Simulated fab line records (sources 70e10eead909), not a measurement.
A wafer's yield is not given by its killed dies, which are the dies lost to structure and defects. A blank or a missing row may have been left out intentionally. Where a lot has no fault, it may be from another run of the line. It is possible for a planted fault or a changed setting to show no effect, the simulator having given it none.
Matching of chambers | flow nand_harc | 4 sister chambers for NHARC_A_CHANNEL_FILL_D2_ALD_16 on ald_hk-02
The step deposits SiO2, target thk 1.5 nm, pulse time 10 s, ald cycles 15. 4 wafers are shown with their chamber, then 12 later ones without.

## WAFERS WITH THEIR CHAMBER
wafer  | chamber | heater_power_w (W)
L085.1 | 2       | 477
L085.4 | 1       | 522
L085.5 | 3       | 426
L085.6 | 0       | 452

## WAFERS WITHOUT THEIR CHAMBER
wafer  | heater_power_w (W)
L087.1 | 447
L087.2 | 428
L087.6 | 444
L091.3 | 510
L091.4 | 466
L091.6 | 510
L092.1 | 460
L092.2 | 419
L092.3 | 478
L094.1 | 515
L094.2 | 477
L094.4 | 456

## WHICH CHAMBER EACH WENT THROUGH
wafer  | from the rows above     | in truth
L087.1 | 0                       | 0
L087.2 | 3                       | 3
L087.6 | can't be placed: 0 or 3 | 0
L091.3 | 1                       | 1
L091.4 | can't be placed: 2 or 0 | 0
L091.6 | 1                       | 1
L092.1 | can't be placed: 0 or 2 | 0
L092.2 | 3                       | 3
L092.3 | 2                       | 2
L094.1 | 1                       | 1
L094.2 | 2                       | 2
L094.4 | 0                       | 0
Correct placement for 9 of the 12. Not placeable from these rows: 3 (in 3, the candidates include the true chamber). Placed wrongly: 0.
How it was worked out, from the rows above alone: a wafer's distance from a chamber is the root of the sum, over the readings, of the square of ((its reading less the chamber's mean) divided by the reading's scatter). If the next closest chamber is less than 2 further off than the closest, the wafer can't be placed; otherwise it belongs to the closest. For every chamber, the mean is computed from those of its wafers that are shown. The scatter: with one shown wafer a chamber, the root of the mean of the squares of how far each hidden wafer lies from its nearest shown one.
